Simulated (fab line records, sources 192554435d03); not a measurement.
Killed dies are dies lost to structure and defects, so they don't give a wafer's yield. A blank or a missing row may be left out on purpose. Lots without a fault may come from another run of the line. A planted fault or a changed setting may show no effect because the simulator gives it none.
fab line records | flow n5_finfet
record lots=7 wafers=21
route steps=1938 shown MOL_CONTACT_COAG@563 BEOL_M0_SAQP@676 BEOL_M3@959 BEOL_M4@1027 BEOL_M5@1130
start_h: hours from the record's first day to the start of the lot's first wafer shown | wait_h: hours since the lot's step before | " the same as in the row above | L1.1+2: a row that stands for several wafers | - no value, or no start given | * or withheld: withheld | < > ~ a bound
route shown NAME@n: a module of which the file shows steps, and the number in the route of the first | usual: mean/standard deviation of fault-free wafers | same: alike in all rows | chamber/n: place in a boat | sites: the reading at each site | _std_site: their standard deviation | _edge_site: outer sites' mean less inner sites' | radius_mm: how far each site lies from the wafer's centre | mask NAME#n: copy n | behind: the tool/chamber that last shaped the wafer | hold: why the lot was held/for how many hours/how that ended | device: the transistor (n, p or np) that didn't switch | end of line: the same wafers' tests at the end of the route | a step without rows: its recipe alone | killed: dies lost to structure and defects at the first sort, not the wafer's yield | map: a wafer's dies, x killed, . not, _ none there
set.NAME: the setting as run; set.NAME@STEP: as run at that earlier step | model.NAME: the simulator's own value behind a step, which no gauge read
lots whose settings were changed on purpose; a table a step, a row a wafer
## steps
# step N5_MOL_CONTACT_COAG_PECVD_31
# recipe material=SiO2 target_thk_a=460 temp_c=400 precursor=TEOS/O2 pressure_torr=6.5 rf_w=withheld teos_flow_sccm=withheld gas=O2 flow_sccm=2650 time_s=8.9
# columns lot.wafer tool chamber start_h wait_h set.temp_c model.SiO2_of_MOL_CONTACT_COAG_PECVD_31.thk_nm
L078.3 pecvd-04 1 123.42 0.3 400 45
L078.4 " 0 " " 400 46.4
L078.6 " 1 " " 400 45.6
L079.1+5 pecvd-04 0,1 128.88 0.3 400 46.2
L079.3 " 1 " " 385.3 50
L083.2 pecvd-04 0 153.32 0.3 394.6 47.6
L083.5 " 0 " " 394.6 48.2
L083.6 " 2 " " 400 45.8
L084.2 pecvd-01 0 164.92 0.3 400 46.2
L084.3 " 1 " " 409.6 43.4
L084.4 " 0 " " 400 46.6
L085.1+6 pecvd-02 0 167.43 0.3 400 46
L085.5 " 1 " " 400 46.8
L087.1 pecvd-01 1 182.52 0.3 400 45.6
L087.2 " 0 " " 400 45.4
L087.3 " 2 " " 400 45
L088.1 pecvd-02 0 184.97 0.3 410.6 42.2
L088.3+5 " 0 " " 400 46
# step N5_MOL_CONTACT_COAG_COAT_75
# recipe resist=SOC temp_c=250 time_s=60 spin_rpm=1500 resist_thk_nm=60
# step N5_MOL_CONTACT_COAG_COAT_76
# recipe resist=SiARC temp_c=220 time_s=60 spin_rpm=1500 resist_thk_nm=10
# step N5_MOL_CONTACT_COAG_ETCHBACK_135
# recipe chemistry=CHF3 target=SiO2 target_depth_a=250 time_s=16.7 ion_energy_ev=200 pressure_mtorr=30 source_w=610 bias_w=170 Ar_flow_sccm=200 CHF3_flow_sccm=50
# step N5_MOL_CONTACT_COAG_STRIP_118
# recipe chemistry=CHF3 resist=SiARC rf_frequency_hz=6e+07
# step N5_MOL_CONTACT_COAG_VIA_ETCH_46
# recipe chemistry=C4F6/O2 target_depth_a=460 overetch_a=92 mask_material=SOC target=SiO2 bias_w=455 pressure_mtorr=10 time_s=40 source_w=325 Ar_flow_sccm=300 C4F6_flow_sccm=10 O2_flow_sccm=10 ion_energy_ev=575.3 ends=end_point
# columns lot.wafer tool chamber start_h wait_h set.temp_c@MOL_CONTACT_COAG_PECVD_31 model.etch.depth_nm
L078.3 rie_diel-06 2 124.60 0.0 400 44.95
L078.4 " 3 " " 400 46.4
L078.6 " 1 " " 400 45.63
L079.1 rie_diel-06 3 130.00 0.0 400 46.12
L079.3 " 0 " " 385.3 50.02
L079.5 " 2 " " 400 46.27
L083.2 rie_diel-01 1 154.39 0.0 394.6 47.55
L083.5 " 0 " " 394.6 48.14
L083.6 " 1 " " 400 45.74
L084.2 rie_diel-06 2 166.51 0.0 400 46.11
L084.3 " 1 " " 409.6 43.38
L084.4 " 2 " " 400 46.7
L085.1 rie_diel-04 2 168.67 0.0 400 45.93
L085.5 " 3 " " 400 46.81
L085.6 " 2 " " 400 46.07
L087.1 rie_diel-06 0 184.38 0.0 400 45.57
L087.2 " 2 " " 400 45.45
L087.3 " 1 " " 400 44.99
L088.1 rie_diel-04 3 185.92 0.0 410.6 42.13
L088.3 " 1 " " 400 46.08
L088.5 " 3 " " 400 45.99
# step N5_MOL_CONTACT_COAG_COAT_64
# recipe resist=underlayer temp_c=205 time_s=60 spin_rpm=1500 resist_thk_nm=10
# columns lot.wafer tool chamber start_h wait_h set.spin_rpm model.underlayer_of_MOL_CONTACT_COAG_COAT_64.thk_nm
L078.3 litho_track-05 0 - - 1611 9.6
L078.4+6 " 0 " " 1500 10
L079.1+3 litho_track-03 0 - - 1500 10
L079.5 " 0 " " 1342 10.6
L083.2+5 litho_track-05 0 - - 1500 10
L083.6 " 0 " " 1403 10.4
L084.2+4 litho_track-03 0 - - 1345 10.6
L084.3 " 0 " " 1500 10
L085.1+5+6 litho_track-03 0 - - 1500 10
L087.1+2+3 litho_track-02 0 - - 1500 10
L088.1+3 litho_track-03 0 - - 1500 10
L088.5 " 0 " " 1610 9.6
# step N5_MOL_CONTACT_COAG_COAT_34
# recipe resist=CAR-EUV spin_rpm=1500 resist_thk_nm=40
# step N5_MOL_CONTACT_COAG_EBR_36
# recipe solvent=PGMEA ebr_width_mm=1.5
# step N5_MOL_CONTACT_COAG_DESCUM_45
# recipe chemistry=O2 time_s=7 source_power_w=50 bias_power_w=20 pressure_mtorr=20 rf_frequency_hz=2.712e+07 temp_c=40 resist=CAR-EUV o2_flow_sccm=225
# step N5_MOL_CONTACT_COAG_ETCH_65
# recipe chemistry=N2/H2 target=underlayer target_depth_a=130 mask_material=CAR-EUV time_s=10.4 ion_energy_ev=200 pressure_mtorr=30 source_w=840 bias_w=150 n2_flow_sccm=200 h2_flow_sccm=200 ends=cleared
# columns lot.wafer tool chamber start_h wait_h set.spin_rpm@MOL_CONTACT_COAG_COAT_64 model.CAR-EUV_of_MOL_CONTACT_COAG_COAT_34.thk_nm model.etch.depth_nm
L078.3 rie_diel-04 3 125.53 0.0 1611 25.2 9.633
L078.4 " 0 " " 1500 24.6 9.958
L078.6 " 0 " " 1500 24.4 9.994
L079.1 rie_diel-04 2 130.83 0.0 1500 24.8 10.02
L079.3 " 1 " " 1500 24.6 10.05
L079.5 " 1 " " 1342 24 10.63
L083.2 rie_diel-01 0 155.32 0.0 1500 24.6 9.991
L083.5 " 3 " " 1500 24.4 9.976
L083.6 " 0 " " 1403 24 10.36
L084.2 rie_diel-01 2 167.45 0.0 1345 24 10.59
L084.3 " 1 " " 1500 24.6 10.04
L084.4 " 2 " " 1345 24 10.62
L085.1 rie_diel-06 3 169.61 0.0 1500 24.6 10.01
L085.5 " 3 " " 1500 24.6 9.999
L085.6 " 1 " " 1500 24.8 9.989
L087.1 rie_diel-04 2 186.94 0.0 1500 24.8 9.952
L087.2 " 3 " " 1500 25 9.977
L087.3 " 0 " " 1500 24.8 9.992
L088.1 rie_diel-06 2 186.95 0.0 1500 24.6 9.992
L088.3 " 0 " " 1500 25 9.976
L088.5 " 0 " " 1610 25.4 9.68
# step N5_MOL_CONTACT_COAG_ETCH_66
# recipe chemistry=CF4 target=SiARC target_depth_a=130 mask_material=CAR-EUV time_s=21.7 ion_energy_ev=80 pressure_mtorr=40 source_w=545 bias_w=36 Ar_flow_sccm=100 cf4_flow_sccm=100 ends=cleared
# columns lot.wafer tool chamber start_h wait_h set.spin_rpm@MOL_CONTACT_COAG_COAT_64 model.CAR-EUV_of_MOL_CONTACT_COAG_COAT_34.thk_nm
L078.3 rie_diel-04 3 125.55 0.0 1611 17.4
L078.4 " 0 " " 1500 17
L078.6 " 0 " " 1500 16.8
L079.1+3 rie_diel-04 2,1 130.84 0.0 1500 17
L079.5 " 1 " " 1342 16.4
L083.2 rie_diel-01 0 155.34 0.0 1500 17
L083.5 " 3 " " 1500 16.8
L083.6 " 0 " " 1403 16.4
L084.2 rie_diel-01 2 167.47 0.0 1345 16.2
L084.3 " 1 " " 1500 17
L084.4 " 2 " " 1345 16.4
L085.1+6 rie_diel-06 3,1 169.63 0.0 1500 17
L085.5 " 3 " " 1500 16.8
L087.1+3 rie_diel-04 2,0 186.96 0.0 1500 17
L087.2 " 3 " " 1500 17.2
L088.1 rie_diel-06 2 186.97 0.0 1500 17
L088.3 " 0 " " 1500 17.2
L088.5 " 0 " " 1610 17.6
# step N5_MOL_CONTACT_COAG_ALD_133
# recipe material=SiO2 target_thk_a=50 temp_c=100 ald_precursor_family=BDEAS ald_co_reactant=O2-plasma pulse_time_s=1 co_reactant_pulse_time_s=1 purge_time_s=2 co_reactant_purge_time_s=2 ald_cycles=35 pressure_torr=2
# step N5_MOL_CONTACT_COAG_ETCHBACK_134
# recipe chemistry=CHF3 target=SiO2 target_depth_a=100 time_s=6.7 ion_energy_ev=200 pressure_mtorr=30 source_w=610 bias_w=170 Ar_flow_sccm=200 CHF3_flow_sccm=50
# columns lot.wafer tool chamber start_h wait_h set.spin_rpm@MOL_CONTACT_COAG_COAT_64 model.CAR-EUV_of_MOL_CONTACT_COAG_COAT_34.thk_nm
L078.3 rie_diel-01 2 125.83 0.1 1611 16
L078.4 " 1 " " 1500 15.6
L078.6 " 0 " " 1500 15.4
L079.1+3 rie_diel-01 0,2 131.10 0.1 1500 15.6
L079.5 " 2 " " 1342 15
L083.2 rie_diel-04 1 155.68 0.2 1500 15.6
L083.5 " 1 " " 1500 15.4
L083.6 " 0 " " 1403 15
L084.2+4 rie_diel-04 3,0 167.86 0.2 1345 14.8
L084.3 " 2 " " 1500 15.4
L085.1+5+6 rie_diel-01 1,1,2 169.89 0.1 1500 15.6
L087.1+3 rie_diel-01 2,1 187.91 0.3 1500 15.6
L087.2 " 0 " " 1500 15.8
L088.1 rie_diel-06 1 188.00 0.4 1500 15.6
L088.3 " 2 " " 1500 15.8
L088.5 " 0 " " 1610 16.2
# step N5_BEOL_M0_SAQP_SPACER2_ALD_26
# recipe material=SiO2 target_thk_a=150 temp_c=300 ald_precursor_family=BDEAS ald_co_reactant=O2-plasma pulse_time_s=1 purge_time_s=2 co_reactant_purge_time_s=2 pressure_torr=2
# columns lot.wafer tool chamber start_h wait_h set.target_thk_a model.SiO2_of_BEOL_M0_SAQP_SPACER2_ALD_26.thk_nm
L078.3 ald_sin-02 3 134.53 0.1 169.6 16.8
L078.4+6 " 2,0 " " 150 15
L079.1+3+5 ald_sin-02 0,3,1 140.42 0.2 150 15
L083.2+6 ald_sin-03 1,2 166.33 0.7 134.4 13.4
L083.5 " 1 " " 150 15
L084.2+3+4 ald_sin-02 2,1,3 178.75 1.9 150 15
L085.1+5+6 ald_sin-02 1,2,1 182.69 0.6 150 15
L087.1+2+3 ald_sin-01 0,1,3 196.76 0.2 164.3 16.4
L088.1 ald_sin-03 0 201.65 0.1 157.8 16
L088.3 " 2 " " 150 15.2
L088.5 " 1 " " 157.8 15.8
# step N5_BEOL_M0_SAQP_SPACER2_ETCHBACK_27
# recipe chemistry=CHF3/O2 mode=anisotropic_etchback target=SiO2 target_depth_a=225 time_s=11.25 pressure_mtorr=30 source_w=650 bias_w=170 Ar_flow_sccm=200 CHF3_flow_sccm=50 O2_flow_sccm=5 ion_energy_ev=200
# step N5_BEOL_M0_SAQP_MANDREL2_REMOVE_110
# recipe chemistry=HBr/Cl2/O2 bt_time_s=10 target=a-Si stop_on=SiCN endpoint=OES-SiCl over_etch_frac=1 icp_w=600 bias_w=30 HBr_flow_sccm=150 Cl2_flow_sccm=80 O2_flow_sccm=5 pressure_mtorr=10
# columns lot.wafer tool chamber start_h wait_h set.target_thk_a@BEOL_M0_SAQP_SPACER2_ALD_26 model.BEOL_M0_SAQP.cd_nm
L078.3 rie_si-06 3 135.17 0.1 169.6 16.8
L078.4 " 2 " " 150 15.2
L078.6 " 1 " " 150 15
L079.1+5 rie_si-04 0 141.10 0.1 150 15
L079.3 " 1 " " 150 14.8
L083.2+6 rie_si-06 2 167.04 0.1 134.4 13.6
L083.5 " 1 " " 150 15
L084.2+3 rie_si-06 2,1 179.38 0.1 150 15
L084.4 " 0 " " 150 15.2
L085.1+6 rie_si-06 1 183.33 0.1 150 15
L085.5 " 0 " " 150 15.4
L087.1 rie_si-04 0 197.40 0.1 164.3 16.4
L087.2 " 3 " " 164.3 16.6
L087.3 " 2 " " 164.3 16.8
L088.1 rie_si-03 2 202.43 0.1 157.8 16
L088.3 " 0 " " 150 15.2
L088.5 " 2 " " 157.8 15.8
# step N5_BEOL_M0_SAQP_CD_MEAS_29
# recipe target_cd_nm=14.4 landing_energy_ev=1000 detector=se_inlens
# usual cd_nm=15.04/0.25
# columns lot.wafer tool chamber start_h wait_h set.target_thk_a@BEOL_M0_SAQP_SPACER2_ALD_26 cd_nm
L078.3 cd_sem-03 0 135.28 0.1 169.6 16.70
L078.4 " 0 " " 150 15.06
L078.6 " 0 " " 150 15.09
L079.1 cd_sem-01 0 141.21 0.1 150 15.02
L079.3 " 0 " " 150 14.84
L079.5 " 0 " " 150 14.71
L083.2 cd_sem-01 0 167.15 0.1 134.4 13.41
L083.5 " 0 " " 150 14.92
L083.6 " 0 " " 134.4 13.57
L084.2 cd_sem-03 0 179.49 0.1 150 14.79
L084.3 " 0 " " 150 14.99
L084.4 " 0 " " 150 15.38
L085.1 cd_sem-02 0 183.44 0.1 150 15.04
L085.5 " 0 " " 150 15.30
L085.6 " 0 " " 150 14.98
L087.1 cd_sem-03 0 197.51 0.1 164.3 16.59
L087.2 " 0 " " 164.3 16.76
L087.3 " 0 " " 164.3 16.68
L088.1 cd_sem-03 0 202.54 0.1 157.8 15.93
L088.3 " 0 " " 150 14.91
L088.5 " 0 " " 157.8 15.78
# step N5_BEOL_M3_COAT_76
# recipe resist=underlayer temp_c=205 time_s=60 spin_rpm=1500 resist_thk_nm=5
# columns lot.wafer tool chamber start_h wait_h set.spin_rpm
L078.3+4 litho_track-02 0 - - 1500
L078.6 " 0 " " 1360
L079.1+3 litho_track-02 0 - - 1644
L079.5 " 0 " " 1500
L083.2 litho_track-02 0 - - 1500
L083.5+6 " 0 " " 1406
L084.2 litho_track-02 0 - - 1448
L084.3+4 " 0 " " 1500
L085.1+5+6 litho_track-03 0 - - 1500
L087.1+3 litho_track-02 0 - - 1446
L087.2 " 0 " " 1500
L088.1+3 litho_track-03 0 - - 1500
L088.5 " 0 " " 1584
# step N5_BEOL_M3_COAT_22
# recipe resist=CAR-EUV spin_rpm=1500 resist_thk_nm=30
# step N5_BEOL_M3_EBR_24
# recipe solvent=PGMEA ebr_width_mm=1.5
# step N5_BEOL_M3_DESCUM_33
# recipe chemistry=O2 time_s=7 source_power_w=50 bias_power_w=20 pressure_mtorr=20 rf_frequency_hz=2.712e+07 temp_c=40 resist=CAR-EUV o2_flow_sccm=225
# step N5_BEOL_M3_ETCH_77
# recipe chemistry=N2/H2 target=underlayer target_depth_a=65 mask_material=CAR-EUV time_s=5.2 ion_energy_ev=200 pressure_mtorr=30 source_w=840 bias_w=150 n2_flow_sccm=200 h2_flow_sccm=200 ends=cleared
# columns lot.wafer tool chamber start_h wait_h set.spin_rpm@BEOL_M3_COAT_76 model.etch.depth_nm
L078.3 rie_diel-05 2 185.66 0.0 1500 4.997
L078.4 " 1 " " 1500 5.015
L078.6 " 3 " " 1360 5.263
L079.1 rie_diel-02 2 185.73 0.0 1644 4.786
L079.3 " 0 " " 1644 4.78
L079.5 " 2 " " 1500 5
L083.2 rie_diel-05 1 238.12 0.0 1500 4.999
L083.5 " 0 " " 1406 5.171
L083.6 " 1 " " 1406 5.187
L084.2 rie_diel-02 3 241.33 0.0 1448 5.099
L084.3 " 2 " " 1500 5.013
L084.4 " 3 " " 1500 5.012
L085.1 rie_diel-02 1 247.42 0.0 1500 4.987
L085.5 " 3 " " 1500 4.993
L085.6 " 2 " " 1500 4.992
L087.1+3 rie_diel-02 3,1 251.49 0.0 1446 5.084
L087.2 " 2 " " 1500 4.994
L088.1 rie_diel-03 3 257.89 0.0 1500 4.989
L088.3 " 1 " " 1500 4.988
L088.5 " 2 " " 1584 4.853
# step N5_BEOL_M4_COAT_73
# recipe resist=underlayer temp_c=205 time_s=60 spin_rpm=1500 resist_thk_nm=5
# columns lot.wafer tool chamber start_h wait_h set.spin_rpm
L079.1 litho_track-05 0 - - 1388
L079.3+5 " 0 " " 1500
L078.3+4+6 litho_track-04 0 - - 1500
L083.2+5 litho_track-04 0 - - 1500
L083.6 " 0 " " 1400
L084.2+3+4 litho_track-05 0 - - 1500
L085.1+5+6 litho_track-04 0 - - 1500
L088.1 litho_track-04 0 - - 1500
L088.3+5 " 0 " " 1637
L087.1+2+3 litho_track-04 0 - - 1500
# step N5_BEOL_M4_DESCUM_16
# recipe chemistry=O2 time_s=7 source_power_w=50 bias_power_w=20 pressure_mtorr=20 rf_frequency_hz=2.712e+07 temp_c=40 resist=CAR-EUV o2_flow_sccm=225
# columns lot.wafer tool chamber start_h wait_h set.time_s model.CAR-EUV_of_BEOL_M4_COAT_05.thk_nm
L079.1+3+5 rie_diel-06 1,0,1 192.80 0.0 7 26
L078.3 rie_diel-06 0 193.04 0.1 7 26.2
L078.4+6 " 1,2 " " 7 26
L083.2 rie_diel-04 0 262.38 0.0 7 26
L083.5 " 1 " " 6.358 26.4
L083.6 " 2 " " 7 26.2
L084.2+3+4 rie_diel-06 0,3,1 276.82 0.0 7 26.2
L085.1 rie_diel-04 3 279.83 0.0 7 26.2
L085.5+6 " 0,3 " " 7 26
L088.1+5 rie_diel-04 1,2 284.60 0.0 7 26
L088.3 " 3 " " 5.467 26.8
L087.1+3 rie_diel-04 2,1 288.96 0.1 7 26
L087.2 " 0 " " 5.688 26.6
# step N5_BEOL_M4_ETCH_74
# recipe chemistry=N2/H2 target=underlayer target_depth_a=65 mask_material=CAR-EUV time_s=5.2 ion_energy_ev=200 pressure_mtorr=30 source_w=840 bias_w=150 n2_flow_sccm=200 h2_flow_sccm=200 ends=cleared
# columns lot.wafer tool chamber start_h wait_h set.spin_rpm@BEOL_M4_COAT_73 set.time_s@BEOL_M4_DESCUM_16 model.CAR-EUV_of_BEOL_M4_COAT_05.thk_nm model.etch.depth_nm
L079.1 rie_diel-06 1 192.84 0.0 1388 7 20 5.19
L079.3 " 0 " " 1500 7 20.4 4.966
L079.5 " 1 " " 1500 7 20.2 4.982
L078.3+4 rie_diel-06 0,1 193.07 0.0 1500 7 20.4 5.01
L078.6 " 2 " " 1500 7 20.2 5.033
L083.2 rie_diel-04 0 262.41 0.0 1500 7 20.4 5.008
L083.5 " 1 " " 1500 6.358 20.8 4.989
L083.6 " 2 " " 1400 7 20.2 5.189
L084.2 rie_diel-06 0 276.85 0.0 1500 7 20.6 4.99
L084.3 " 3 " " 1500 7 20.4 5.006
L084.4 " 1 " " 1500 7 20.6 4.996
L085.1 rie_diel-04 3 279.87 0.0 1500 7 20.6 4.996
L085.5 " 0 " " 1500 7 20.4 5.005
L085.6 " 3 " " 1500 7 20.4 4.987
L088.1 rie_diel-04 1 284.63 0.0 1500 7 20.2 4.981
L088.3 " 3 " " 1637 5.467 21.4 4.757
L088.5 " 2 " " 1637 7 20.6 4.786
L087.1 rie_diel-04 2 288.99 0.0 1500 7 20.4 5.001
L087.2 " 0 " " 1500 5.688 21 4.997
L087.3 " 1 " " 1500 7 20.4 4.988
# step N5_BEOL_M4_ETCH_63
# recipe chemistry=CF4 target=SiARC target_depth_a=156 mask_material=CAR-EUV time_s=26 ion_energy_ev=80 pressure_mtorr=40 source_w=545 bias_w=36 Ar_flow_sccm=100 cf4_flow_sccm=100 ends=cleared
# columns lot.wafer tool chamber start_h wait_h set.time_s@BEOL_M4_DESCUM_16 model.CAR-EUV_of_BEOL_M4_COAT_05.thk_nm
L079.1 rie_diel-06 1 192.86 0.0 7 10.8
L079.3+5 " 0,1 " " 7 11.2
L078.3+4 rie_diel-06 0,1 193.09 0.0 7 11.2
L078.6 " 2 " " 7 11
L083.2 rie_diel-04 0 262.43 0.0 7 11.2
L083.5 " 1 " " 6.358 11.6
L083.6 " 2 " " 7 11
L084.2+4 rie_diel-06 0,1 276.87 0.0 7 11.4
L084.3 " 3 " " 7 11.2
L085.1 rie_diel-04 3 279.88 0.0 7 11.4
L085.5+6 " 0,3 " " 7 11.2
L088.1 rie_diel-04 1 284.65 0.0 7 11
L088.3 " 3 " " 5.467 12.2
L088.5 " 2 " " 7 11.4
L087.1 rie_diel-04 2 289.01 0.0 7 11.2
L087.2 " 0 " " 5.688 11.8
L087.3 " 1 " " 7 11
# step N5_BEOL_M5_ETCH_72
# recipe chemistry=N2/H2 target=underlayer target_depth_a=65 mask_material=CAR-EUV time_s=5.2 ion_energy_ev=200 pressure_mtorr=30 source_w=840 bias_w=150 n2_flow_sccm=200 h2_flow_sccm=200 ends=cleared
# usual etch_rf_on_time_s=5.24/0.15 rf_vpp_V=524/3
# columns lot.wafer tool chamber start_h wait_h set.bias_w etch_rf_on_time_s rf_vpp_V
L078.3 rie_diel-03 3 219.55 0.0 150 5.18 524
L078.4 " 1 " " 129.4 5.45 475
L078.6 " 2 " " 129.4 5.98 477
L079.1 rie_diel-02 1 244.23 0.0 150 5.31 523
L079.3 " 3 " " 150 5.38 519
L079.5 " 2 " " 150 5.36 528
L083.2 rie_diel-02 2 280.24 0.0 176.7 5.00 584
L083.5 " 2 " " 176.7 5.05 582
L083.6 " 3 " " 176.7 4.96 574
L084.2 rie_diel-02 3 292.08 0.0 129.2 5.83 475
L084.3 " 1 " " 129.2 5.79 476
L084.4 " 0 " " 150 5.12 528
L085.1 rie_diel-03 2 295.19 0.0 150 5.27 525
L085.5 " 0 " " 150 5.02 525
L085.6 " 3 " " 150 5.18 525
L088.1 rie_diel-02 2 300.80 0.0 133.5 5.79 492
L088.3 " 3 " " 133.5 5.62 482
L088.5 " 3 " " 150 5.37 521
L087.1 rie_diel-05 0 308.19 0.0 150 5.15 523
L087.2 " 2 " " 150 5.07 530
L087.3 " 3 " " 139.8 5.51 503
## key
split step=N5_MOL_CONTACT_COAG_PECVD_31 setting=temp_c stated=400 by=wafer
response step=N5_MOL_CONTACT_COAG_PECVD_31 reading=model.SiO2_of_MOL_CONTACT_COAG_PECVD_31.thk_nm change=-1.21 per=1% r=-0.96
response step=N5_MOL_CONTACT_COAG_VIA_ETCH_46 reading=model.etch.depth_nm change=-1.23 per=1% r=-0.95
split step=N5_MOL_CONTACT_COAG_COAT_64 setting=spin_rpm stated=1500 by=wafer
response step=N5_MOL_CONTACT_COAG_COAT_64 reading=model.underlayer_of_MOL_CONTACT_COAG_COAT_64.thk_nm change=-0.0571 per=1% r=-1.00
response step=N5_MOL_CONTACT_COAG_ETCH_65 reading=model.CAR-EUV_of_MOL_CONTACT_COAG_COAT_34.thk_nm change=+0.0717 per=1% r=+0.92
response step=N5_MOL_CONTACT_COAG_ETCH_65 reading=model.etch.depth_nm change=-0.0523 per=1% r=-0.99
response step=N5_MOL_CONTACT_COAG_ETCH_66 reading=model.CAR-EUV_of_MOL_CONTACT_COAG_COAT_34.thk_nm change=+0.0656 per=1% r=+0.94
response step=N5_MOL_CONTACT_COAG_ETCHBACK_134 reading=model.CAR-EUV_of_MOL_CONTACT_COAG_COAT_34.thk_nm change=+0.0628 per=1% r=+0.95
split step=N5_BEOL_M0_SAQP_SPACER2_ALD_26 setting=target_thk_a stated=150 by=wafer
response step=N5_BEOL_M0_SAQP_SPACER2_ALD_26 reading=model.SiO2_of_BEOL_M0_SAQP_SPACER2_ALD_26.thk_nm change=+0.143 per=1% r=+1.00
response step=N5_BEOL_M0_SAQP_MANDREL2_REMOVE_110 reading=model.BEOL_M0_SAQP.cd_nm change=+0.132 per=1% r=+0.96
response step=N5_BEOL_M0_SAQP_CD_MEAS_29 reading=cd_nm change=+0.134 per=1% r=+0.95
split step=N5_BEOL_M3_COAT_76 setting=spin_rpm stated=1500 by=wafer
response step=N5_BEOL_M3_ETCH_77 reading=model.etch.depth_nm change=-0.0254 per=1% r=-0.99
split step=N5_BEOL_M4_COAT_73 setting=spin_rpm stated=1500 by=wafer
response step=N5_BEOL_M4_ETCH_74 reading=model.etch.depth_nm change=-0.0261 per=1% r=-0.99
split step=N5_BEOL_M4_DESCUM_16 setting=time_s stated=7 by=wafer
response step=N5_BEOL_M4_DESCUM_16 reading=model.CAR-EUV_of_BEOL_M4_COAT_05.thk_nm change=-0.0344 per=1% r=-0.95
response step=N5_BEOL_M4_ETCH_74 reading=model.CAR-EUV_of_BEOL_M4_COAT_05.thk_nm change=-0.0412 per=1% r=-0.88
response step=N5_BEOL_M4_ETCH_63 reading=model.CAR-EUV_of_BEOL_M4_COAT_05.thk_nm change=-0.0433 per=1% r=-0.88
split step=N5_BEOL_M5_ETCH_72 setting=bias_w stated=150 by=wafer
response step=N5_BEOL_M5_ETCH_72 reading=etch_rf_on_time_s change=* per=1% r=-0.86
response step=N5_BEOL_M5_ETCH_72 reading=rf_vpp_V change=+3.51 per=1% r=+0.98
